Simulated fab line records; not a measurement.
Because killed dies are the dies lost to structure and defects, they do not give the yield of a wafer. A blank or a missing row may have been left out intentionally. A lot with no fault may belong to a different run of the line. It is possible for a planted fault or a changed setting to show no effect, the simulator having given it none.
Split-lot trial	flow n5-finfet	on a route of 1938 steps: 7 lots, 39 wafers read

## ON THE SPLIT
At N5_SD_EPI_P_EPI_21 (deposits SiGe:B, time 355 s), the setting time-s was moved away from the recipe's 355 s on 9 of the 39 wafers read, by -18.1% to +50.8%. For the rest of the wafers, this setting stayed at what the recipe calls for.

## FROM THE SPLIT TO THE READING: what the file shows between them, 5 steps
- N5_SD_EPI_P_EPI_MEAS_23
- N5_SD_EPI_P_HM_STRIP_48: strips SiNx in H3PO4, material SiNx, target depth 3 nm
- N5_SD_EPI_P_SRD_49: time 30 s
- N5_SD_ACTIVATION_RTA_00: time 0 s
- N5_SD_ACTIVATION_LSA_01: time 0.0008 s

## THE READING
RS_SD_P (ohm/sq), read at N5_SD_ACTIVATION_RS_MEAS_03 with a four-point probe. A value of 56.1 ohm/sq with a standard deviation of 0.93 ohm/sq is what fault-free wafers of this fab line usually give.

wafer	tool, chamber at the split	time-s as run, s	against the recipe	RS_SD_P, ohm/sq	against lot-mates on the recipe
L080.1	epi-rpcvd-02, 0	355	recipe	56.6	-
L080.2	epi-rpcvd-02, 0	355	recipe	56.7	-
L080.3	epi-rpcvd-02, 0	355	recipe	56.3	-
L080.4	epi-rpcvd-02, 0	355	recipe	57.2	-
L080.5	epi-rpcvd-02, 0	355	recipe	56.3	-
L080.6	epi-rpcvd-02, 0	355	recipe	55.6	-
L081.1	epi-rpcvd-02, 0	355	recipe	57.1	-
L081.2	epi-rpcvd-02, 0	355	recipe	56.2	-
L081.3	epi-rpcvd-02, 0	290.6	-18.1%	64.4	+7.9
L081.4	epi-rpcvd-02, 0	290.6	-18.1%	64.0	+7.5
L081.5	epi-rpcvd-02, 0	355	recipe	56.1	-
L081.6	epi-rpcvd-02, 0	290.6	-18.1%	64.0	+7.5
L082.1	epi-rpcvd-01, 0	355	recipe	55.7	-
L082.2	epi-rpcvd-01, 0	355	recipe	55.7	-
L082.3	epi-rpcvd-01, 0	355	recipe	55.9	-
L082.4	epi-rpcvd-01, 0	355	recipe	55.6	-
L082.5	epi-rpcvd-01, 0	355	recipe	55.5	-
L082.6	epi-rpcvd-01, 0	355	recipe	55.2	-
L083.1	epi-rpcvd-04, 0	355	recipe	55.8	-
L083.2	epi-rpcvd-04, 0	417.7	+17.7%	49.8	-6.1
L083.3	epi-rpcvd-04, 0	417.7	+17.7%	50.2	-5.7
L083.4	epi-rpcvd-04, 0	355	recipe	55.6	-
L083.5	epi-rpcvd-04, 0	417.7	+17.7%	49.9	-6.0
L083.6	epi-rpcvd-04, 0	355	recipe	56.4	-
L085.1	epi-rpcvd-02, 0	355	recipe	56.2	-
L085.5	epi-rpcvd-02, 0	355	recipe	56.8	-
L085.6	epi-rpcvd-02, 0	355	recipe	55.1	-
L086.1	epi-rpcvd-04, 0	535.3	+50.8%	41.9	-14.3
L086.2	epi-rpcvd-04, 0	355	recipe	56.8	-
L086.3	epi-rpcvd-04, 0	355	recipe	55.8	-
L086.4	epi-rpcvd-04, 0	535.3	+50.8%	42.1	-14.1
L086.5	epi-rpcvd-04, 0	535.3	+50.8%	41.7	-14.5
L086.6	epi-rpcvd-04, 0	355	recipe	56.0	-
L089.1	epi-rpcvd-04, 0	355	recipe	55.9	-
L089.2	epi-rpcvd-04, 0	355	recipe	55.9	-
L089.3	epi-rpcvd-04, 0	355	recipe	56.8	-
L089.4	epi-rpcvd-04, 0	355	recipe	56.4	-
L089.5	epi-rpcvd-04, 0	355	recipe	56.4	-
L089.6	epi-rpcvd-04, 0	355	recipe	57.2	-

FIT RESULTS
A straight line over all 39 wafers: RS_SD_P changes by -0.307 ohm/sq for each +1% of time-s; r = -0.98; the points scatter about the line by 0.93 ohm/sq.
The same after taking each lot's own level away (the mean of its wafers on the recipe; 39 wafers): -0.305 ohm/sq for each +1%; r = -0.99; scatter 0.8 ohm/sq.
Per that fit: largest time-s move, reading shift of 15 ohm/sq.
The lots' own levels span 55.60 to 56.47 ohm/sq, that is 0.9 times the standard deviation above.
The two slopes are in agreement: the lot-to-lot level therefore moves the slope only a little.
Check: with one of the wafers moved furthest among these (+50.8%) left out of the fit, the line predicts -15.6 ohm/sq for it against its lot-mates. It came out at -14.3 ohm/sq against them.

## THESE WAFERS: OTHER SPLITS
These wafers also went through other splits before the reading. Each is held against what the fit with the lots' levels taken away leaves over:
other split on the same wafers	wafers away from the commonest value	r with RS_SD_P (lot level and that fit taken away)
N5_ZERO_LAYER_PECVD_02 time-s	18	-0.14

## THE WHOLE CHAIN: every reading that the file lists as answering this split, in the file's order
step	what it does	reading	change (the file's fit)	r (the file's)
N5_SD_EPI_P_EPI_21	deposits SiGe:B, time 355 s	SiGe-B_of_SD_EPI_P_EPI_21.thk-nm (the simulator's own value, which no gauge read)	+0.398 nm for each +1% of the setting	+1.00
N5_SD_EPI_P_EPI_MEAS_23		thk-nm	withheld for each +1% of the setting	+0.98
N5_SD_ACTIVATION_RS_MEAS_03	measures by four-point-probe	RS_SD_P	-0.301 for each +1% of the setting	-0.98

## THE FILE'S OWN FIT
RS_SD_P changes by -0.301 ohm/sq for each +1% of time-s, r = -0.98.
